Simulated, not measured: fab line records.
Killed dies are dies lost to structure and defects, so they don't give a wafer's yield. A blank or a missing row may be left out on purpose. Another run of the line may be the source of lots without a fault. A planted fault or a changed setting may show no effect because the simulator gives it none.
Which of the tools did it? -- flow n5Finfet -- Sampling: 24 lots, 72 wafers, 6 of 1938 route steps

## WHAT THE GAUGES SHOWED, per wafer
The record holds no reading of a measuring or inspecting step that can be judged against a usual standard deviation.

## WHAT TOOL EACH LOT RAN ON (gives the tool, then ch and the chambers of the sampled wafers, and finally the start)
lot,N5_BEOL_M2_ANNEAL_93,N5_BEOL_M2_CO_CAP_55,N5_BEOL_M3_DESCUM_33,N5_BEOL_M3_DEGAS_44,N5_BEOL_M3_ALD_84,N5_BEOL_M3_ANNEAL_49
L074,"pvdSputter-02, day 6 22:11","cvdCo-01 ch 0,1,2, day 6 23:25","rieDiel-05 ch 1,2,3, day 7 01:31","pvdSputter-01, day 7 09:55","aldMetal-02 ch 1,2,3, day 7 10:02","pvdSputter-03, day 7 11:05"
L076,"pvdSputter-03, day 7 05:17","cvdCo-01 ch 0,1,2, day 7 06:31","rieDiel-03 ch 0,3, day 7 09:54","pvdSputter-01, day 7 16:58","aldMetal-03 ch 1,2,3, day 7 17:10","pvdSputter-02, day 7 18:10"
L075,"pvdSputter-03, day 7 07:07","cvdCo-01 ch 0,1,2, day 7 08:22","rieDiel-02 ch 0,1,2, day 7 11:10","pvdSputter-02, day 7 17:28","aldMetal-02 ch 0,1,2, day 7 17:41","pvdSputter-01, day 7 19:44"
L077,"pvdSputter-03, day 7 18:52","cvdCo-01 ch 0,1,2, day 7 20:06","rieDiel-03 ch 0,2,3, day 7 22:31","pvdSputter-03, day 7 23:42","aldMetal-03 ch 1,2,3, day 7 23:50","pvdSputter-03, day 8 00:32"
L078,"pvdSputter-01, day 7 18:58","cvdCo-02 ch 0,1,2, day 7 20:14","rieDiel-05 ch 0,2,3, day 7 22:54","pvdSputter-02, day 7 23:55","aldMetal-01 ch 0,1,2, day 8 00:01","pvdSputter-01, day 8 02:05"
L079,"pvdSputter-01, day 8 07:17","cvdCo-02 ch 0,1,2, day 8 08:35","rieDiel-02 ch 1,2,3, day 8 10:33","pvdSputter-03, day 8 11:52","aldMetal-01 ch 0,1,2, day 8 11:58","pvdSputter-02, day 8 12:47"
L080,"pvdSputter-03, day 8 10:42","cvdCo-02 ch 0,1,2, day 8 11:56","rieDiel-02 ch 1,2,3, day 8 16:16","pvdSputter-03, day 8 22:58","aldMetal-03 ch 0,1,2, day 8 23:07","pvdSputter-03, day 8 23:46"
L081,"pvdSputter-02, day 8 12:16","cvdCo-01 ch 0,2, day 8 13:34","rieDiel-03 ch 0,2, day 8 16:35","pvdSputter-02, day 9 00:02","aldMetal-02 ch 0,2, day 9 00:08","pvdSputter-02, day 9 00:44"
L082,"pvdSputter-01, day 9 01:49","cvdCo-02 ch 0,1, day 9 03:07","rieDiel-02 ch 0,1,3, day 9 05:05","pvdSputter-01, day 9 08:47","aldMetal-02 ch 0,1,2, day 9 08:59","pvdSputter-01, day 9 11:22"
L083,"pvdSputter-01, day 9 10:51","cvdCo-01 ch 0,2, day 9 12:04","rieDiel-03 ch 0,1, day 9 16:16","pvdSputter-02, day 9 17:22","aldMetal-02 ch 2,3, day 9 17:28","pvdSputter-02, day 9 18:00"
L084,"pvdSputter-02, day 9 10:52","cvdCo-01 ch 1,2, day 9 12:11","rieDiel-05 ch 0,1, day 9 16:53","pvdSputter-03, day 9 21:11","aldMetal-02 ch 1,2,3, day 9 21:20","pvdSputter-03, day 9 21:58"
L085,"pvdSputter-01, day 9 20:41","cvdCo-02 ch 0,2, day 9 21:55","rieDiel-03 ch 0,3, day 10 01:28","pvdSputter-02, day 10 06:57","aldMetal-03 ch 0,1,3, day 10 07:03","pvdSputter-01, day 10 08:05"
L086,"pvdSputter-01, day 9 23:22","cvdCo-01 ch 1,2, day 10 00:37","rieDiel-02 ch 1,2,3, day 10 04:01","pvdSputter-01, day 10 07:11","aldMetal-02 ch 0,2,3, day 10 07:20","pvdSputter-02, day 10 08:02"
L087,"pvdSputter-01, day 10 04:54","cvdCo-01 ch 1,2, day 10 06:08","rieDiel-03 ch 1,2, day 10 08:33","pvdSputter-01, day 10 10:29","aldMetal-03 ch 2,3, day 10 10:37","pvdSputter-01, day 10 11:19"
L088,"pvdSputter-02, day 10 05:28","cvdCo-02 ch 0,1, day 10 06:43","rieDiel-05 ch 0,1,3, day 10 10:01","pvdSputter-01, day 10 13:34","aldMetal-01 ch 1,2,3, day 10 13:40","pvdSputter-01, day 10 14:25"
L089,"pvdSputter-03, day 10 15:50","cvdCo-02 ch 0, day 10 17:15","rieDiel-02 ch 0,1,2, day 10 19:32","pvdSputter-01, day 10 20:38","aldMetal-02 ch 0,1,3, day 10 20:44","pvdSputter-02, day 10 22:11"
L091,"pvdSputter-01, day 10 22:40","cvdCo-01 ch 0,1, day 10 23:53","rieDiel-02 ch 0,2,3, day 11 02:22","pvdSputter-03, day 11 09:33","aldMetal-01 ch 0,2,3, day 11 09:39","pvdSputter-02, day 11 11:23"
L090,"pvdSputter-03, day 11 11:04","cvdCo-02 ch 0,1, day 11 12:18","rieDiel-05 ch 1,3, day 11 15:22","pvdSputter-02, day 11 18:16","aldMetal-02 ch 0,3, day 11 18:35","pvdSputter-01, day 11 20:09"
L092,"pvdSputter-01, day 11 14:13","cvdCo-02 ch 0,1,2, day 11 15:26","rieDiel-03 ch 0,1,3, day 11 19:08","pvdSputter-01, day 12 03:09","aldMetal-02 ch 0,1,2, day 12 03:15","pvdSputter-02, day 12 04:05"
L093,"pvdSputter-01, day 11 19:23","cvdCo-02 ch 0,1,2, day 11 20:37","rieDiel-03 ch 0,1,3, day 11 23:45","pvdSputter-01, day 12 03:40","aldMetal-02 ch 1,2,3, day 12 03:46","pvdSputter-01, day 12 04:52"
L094,"pvdSputter-02, day 11 19:44","cvdCo-02 ch 1,2, day 11 21:47","rieDiel-05 ch 0,2,3, day 12 02:00","pvdSputter-02, day 12 06:50","aldMetal-01 ch 0,1,2, day 12 06:59","pvdSputter-03, day 12 07:57"
L095,"pvdSputter-03, day 12 05:26","cvdCo-02 ch 0,1, day 12 06:56","rieDiel-05 ch 0,3, day 12 10:31","pvdSputter-02, day 12 16:58","aldMetal-03 ch 0,2,3, day 12 17:05","pvdSputter-03, day 12 17:55"
L096,"pvdSputter-02, day 12 08:25","cvdCo-02 ch 1,2, day 12 09:38","rieDiel-03 ch 1,2, day 12 11:53","pvdSputter-03, day 12 20:00","aldMetal-02 ch 0,1,3, day 12 20:06","pvdSputter-03, day 12 20:39"
L097,"pvdSputter-03, day 12 12:09","cvdCo-02 ch 0,2, day 12 13:22","rieDiel-05 ch 0,3, day 12 17:15","pvdSputter-01, day 13 03:46","aldMetal-02 ch 2,3, day 13 03:56","pvdSputter-01, day 13 04:49"
- N5_BEOL_M2_ANNEAL_93: time 240 s.
- N5_BEOL_M2_CO_CAP_55: material Co, precursor CCTBA/H2, target thk 2 nm, time 102.1 s.
- N5_BEOL_M3_DESCUM_33: chemistry O2, time 7 s.
- N5_BEOL_M3_DEGAS_44: time 60 s.
- N5_BEOL_M3_ALD_84: deposits TaN, pulse time 2 s, purge time 3 s, co reactant purge time 2 s.
- N5_BEOL_M3_ANNEAL_49: time 240 s.

## WHAT THE TOOLS THEMSELVES READ (means of the sampled wafers that have a number; where no wafer has one, the mark that the record gives instead)
N5_BEOL_M2_ANNEAL_93. Usual: 864 W for heaterPowerW, sd 120.
lot,tool,heaterPowerW (W),flag
L074,pvdSputter-02,889,
L076,pvdSputter-03,935,
L075,pvdSputter-03,946,
L077,pvdSputter-03,816,
L078,pvdSputter-01,881,
L079,pvdSputter-01,807,
L080,pvdSputter-03,923,
L081,pvdSputter-02,853,
L082,pvdSputter-01,851,
L083,pvdSputter-01,873,
L084,pvdSputter-02,852,
L085,pvdSputter-01,825,
L086,pvdSputter-01,825,
L087,pvdSputter-01,889,
L088,pvdSputter-02,901,
L089,pvdSputter-03,893,
L091,pvdSputter-01,801,
L090,pvdSputter-03,1081,
L092,pvdSputter-01,862,
L093,pvdSputter-01,814,
L094,pvdSputter-02,895,
L095,pvdSputter-03,779,
L096,pvdSputter-02,852,
L097,pvdSputter-03,1028,

N5_BEOL_M2_CO_CAP_55. Usual: 228 W for heaterPowerW, sd 20.
lot,tool,heaterPowerW (W),flag
L074,cvdCo-01,242,
L076,cvdCo-01,237,
L075,cvdCo-01,240,
L077,cvdCo-01,238,
L078,cvdCo-02,216,
L079,cvdCo-02,220,
L080,cvdCo-02,220,
L081,cvdCo-01,221,
L082,cvdCo-02,212,
L083,cvdCo-01,223,
L084,cvdCo-01,253,
L085,cvdCo-02,227,
L086,cvdCo-01,241,
L087,cvdCo-01,255,
L088,cvdCo-02,208,
L089,cvdCo-02,224,
L091,cvdCo-01,243,
L090,cvdCo-02,209,
L092,cvdCo-02,218,
L093,cvdCo-02,220,
L094,cvdCo-02,222,
L095,cvdCo-02,210,
L096,cvdCo-02,213,
L097,cvdCo-02,229,

N5_BEOL_M3_DESCUM_33. Usual: drypumpMotorCurrentA 5.6 A, standard deviation 0.45; oesProductAu 0.79 a.u., standard deviation 0.091; rfVppV 243.3 V, standard deviation 1.3; showerheadPlenumPTorr 2.10 Torr, standard deviation 0.065; throttleValvePct 20.42 %, standard deviation 0.22.
lot,tool,drypumpMotorCurrentA (A),oesProductAu (a.u.),rfVppV (V),showerheadPlenumPTorr (Torr),throttleValvePct (%),flag
L074,rieDiel-05,5.6,0.73,243.1,2.06,20.51,
L076,rieDiel-03,5.4,0.74,243.5,2.09,20.36,
L075,rieDiel-02,5.5,0.87,244.2,2.16,20.22,
L077,rieDiel-03,5.3,0.83,243.3,2.11,20.35,
L078,rieDiel-05,6.1,0.71,241.5,2.02,20.71,
L079,rieDiel-02,5.5,0.79,243.6,2.14,20.43,
L080,rieDiel-02,5.5,0.79,243.7,2.14,20.43,
L081,rieDiel-03,5.1,0.90,244.3,2.13,20.34,
L082,rieDiel-02,5.7,0.84,244.3,2.18,20.20,
L083,rieDiel-03,5.5,0.80,243.3,2.11,20.35,
L084,rieDiel-05,5.9,0.69,243.2,2.09,20.61,
L085,rieDiel-03,5.5,0.76,242.6,2.10,20.40,
L086,rieDiel-02,5.4,0.78,245.1,2.13,20.45,
L087,rieDiel-03,5.2,0.84,243.8,2.11,20.27,
L088,rieDiel-05,5.6,0.70,242.3,2.07,20.55,
L089,rieDiel-02,5.5,0.84,244.0,2.15,20.26,
L091,rieDiel-02,5.6,0.79,243.9,2.16,20.35,
L090,rieDiel-05,5.2,0.71,243.2,2.09,20.39,
L092,rieDiel-03,5.4,0.76,243.2,2.09,20.37,
L093,rieDiel-03,5.5,0.75,242.7,2.09,20.39,
L094,rieDiel-05,6.1,0.80,241.7,2.01,20.63,
L095,rieDiel-05,6.1,0.89,242.7,2.03,20.49,
L096,rieDiel-03,5.0,0.85,243.9,2.12,20.32,
L097,rieDiel-05,6.1,0.88,242.0,2.03,20.50,

N5_BEOL_M3_DEGAS_44. Usual: 344 W for heaterPowerW, sd 44.
lot,tool,heaterPowerW (W),flag
L074,pvdSputter-01,331,
L076,pvdSputter-01,350,
L075,pvdSputter-02,332,
L077,pvdSputter-03,335,
L078,pvdSputter-02,339,
L079,pvdSputter-03,323,
L080,pvdSputter-03,301,
L081,pvdSputter-02,352,
L082,pvdSputter-01,332,
L083,pvdSputter-02,322,
L084,pvdSputter-03,323,
L085,pvdSputter-02,320,
L086,pvdSputter-01,319,
L087,pvdSputter-01,317,
L088,pvdSputter-01,323,
L089,pvdSputter-01,307,
L091,pvdSputter-03,360,
L090,pvdSputter-02,341,
L092,pvdSputter-01,345,
L093,pvdSputter-01,324,
L094,pvdSputter-02,342,
L095,pvdSputter-02,335,
L096,pvdSputter-03,323,
L097,pvdSputter-01,331,

N5_BEOL_M3_ALD_84. Usual: 429 W for heaterPowerW, sd 38.
lot,tool,heaterPowerW (W),flag
L074,aldMetal-02,428,
L076,aldMetal-03,434,
L075,aldMetal-02,438,
L077,aldMetal-03,434,
L078,aldMetal-01,462,
L079,aldMetal-01,454,
L080,aldMetal-03,424,
L081,aldMetal-02,416,
L082,aldMetal-02,439,
L083,aldMetal-02,406,
L084,aldMetal-02,432,
L085,aldMetal-03,413,
L086,aldMetal-02,402,
L087,aldMetal-03,425,
L088,aldMetal-01,466,
L089,aldMetal-02,417,
L091,aldMetal-01,454,
L090,aldMetal-02,401,
L092,aldMetal-02,435,
L093,aldMetal-02,430,
L094,aldMetal-01,455,
L095,aldMetal-03,417,
L096,aldMetal-02,422,
L097,aldMetal-02,398,

N5_BEOL_M3_ANNEAL_49. Usual: 868 W for heaterPowerW, sd 110.
lot,tool,heaterPowerW (W),flag
L074,pvdSputter-03,936,
L076,pvdSputter-02,856,
L075,pvdSputter-01,830,
L077,pvdSputter-03,938,
L078,pvdSputter-01,855,
L079,pvdSputter-02,842,
L080,pvdSputter-03,920,
L081,pvdSputter-02,840,
L082,pvdSputter-01,797,
L083,pvdSputter-02,889,
L084,pvdSputter-03,736,
L085,pvdSputter-01,794,
L086,pvdSputter-02,917,
L087,pvdSputter-01,849,
L088,pvdSputter-01,825,
L089,pvdSputter-02,804,
L091,pvdSputter-02,919,
L090,pvdSputter-01,842,
L092,pvdSputter-02,842,
L093,pvdSputter-01,863,
L094,pvdSputter-03,928,
L095,pvdSputter-03,761,
L096,pvdSputter-03,807,
L097,pvdSputter-01,808,

## THE ANSWER, worked out from the rows above alone
Rule: a lot is off if the mean of its wafers that have a number lies more than 3 standard deviations from the usual mean. Also off: a lot with no number at a reading for which 4 or more lots have one. Where the step has rows for the other lots, those lots are counted as sound. The gauges are gone through in route order, then the tools' own readings, and for those a lot's mean is taken as printed above. At the first step where some lot is off, the reading lying furthest off is the one used; lots without a number count as furthest.
Across all readings shown, no lot is off: no conclusion can be drawn from this.

## WHAT THE SIMULATOR HAD PUT IN
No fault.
